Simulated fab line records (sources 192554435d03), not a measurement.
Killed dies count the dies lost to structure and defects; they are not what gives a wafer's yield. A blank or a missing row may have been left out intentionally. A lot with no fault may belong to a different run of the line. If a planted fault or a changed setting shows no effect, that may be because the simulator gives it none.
Matching of chambers    flow n5-finfet    4 sister chambers for N5_BEOL_M1_ETCH_63 on rie-diel-03
The step etches SiARC in CF4, target depth 15.6 nm, time 26 s. 4 wafers are shown with their chamber, then 8 later ones without.

## EACH WAFER AND ITS CHAMBER
wafer   chamber  etch-rf-on-time-s (s)
L084.1  1        26.2
L084.3  0        27.5
L086.1  2        24.7
L088.3  3        25.0

## WAFERS WITHOUT THEIR CHAMBER
wafer   etch-rf-on-time-s (s)
L088.5  28.1
L088.6  24.7
L089.1  24.7
L089.2  24.7
L089.5  25.1
L096.2  25.0
L096.3  28.2
L096.6  26.3

## WHICH CHAMBER EACH ONE RAN IN
wafer   from the rows above      in truth
L088.5  0                        0
L088.6  can't be placed: 2 or 3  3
L089.1  can't be placed: 2 or 3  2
L089.2  can't be placed: 2 or 3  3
L089.5  can't be placed: 3 or 2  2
L096.2  can't be placed: 3 or 2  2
L096.3  0                        0
L096.6  1                        1
Placed correctly: 3 of 8. Not placeable from these rows: 5 (in 5, the candidates include the true chamber). Number placed wrongly: 0.
How it was worked out, from the rows above alone: a wafer's distance from a chamber is the root of the sum, over the readings, of the square of ((its reading less the chamber's mean) divided by the reading's scatter). If the next closest chamber is less than 2 further off than the closest, the wafer can't be placed; otherwise it belongs to the closest. The mean given for a chamber averages the wafers shown for that chamber. The scatter: root of mean squared gap, hidden wafer to nearest shown wafer, with one shown wafer a chamber.
